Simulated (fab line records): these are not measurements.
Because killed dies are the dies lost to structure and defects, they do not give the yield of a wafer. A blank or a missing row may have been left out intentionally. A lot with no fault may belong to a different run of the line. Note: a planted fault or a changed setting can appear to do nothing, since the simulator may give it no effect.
Matching of chambers	flow n5 finfet	4 sister chambers for N5_MOL_CONTACT_COAG_ALD_20 on ald metal-04
The step deposits TiN, target thk 1.5 nm, pulse time 1 s, purge time 3 s. 7 wafers are shown with their chamber, then 6 later ones without.

== WAFERS WITH THEIR CHAMBER ==
wafer	chamber	heater power w (W)	precursor pulse height rel
L557.2	2	773	0.991
L559.5	0	916	0.974
L561.1	3	758	0.992
L561.3	2	800	0.992
L561.4	1	856	0.995
L569.1	3	766	1.018
L569.2	0	902	1.005

== WAFERS WITHOUT THEIR CHAMBER ==
wafer	heater power w (W)	precursor pulse height rel
L569.6	790	1.018
L573.2	921	0.974
L573.3	763	0.991
L573.6	923	1.026
L575.1	779	1.001
L575.4	784	0.985

== WHICH CHAMBER EACH ONE RAN IN ==
wafer	from the rows above	in truth
L569.6	can't be placed: 2 or 3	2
L573.2	0	0
L573.3	can't be placed: 3 or 2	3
L573.6	0	0
L575.1	can't be placed: 2 or 3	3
L575.4	can't be placed: 2 or 3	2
Placed correctly: 2 of 6. Cannot be placed on the basis of these rows: 4; the candidates contain the true chamber in 4. Placed wrongly: 0.
How it was worked out, from the rows above alone: a wafer's distance from a chamber is the root of the sum, over the readings, of the square of ((its reading less the chamber's mean) divided by the reading's scatter). If the next closest chamber is less than 2 further off than the closest, the wafer can't be placed; otherwise it belongs to the closest. Each chamber's mean is taken over the wafers shown for it. The scatter: take each reading less its chamber's mean, square it, sum over the shown wafers, divide by the number of wafers less the number of chambers, and take the root.
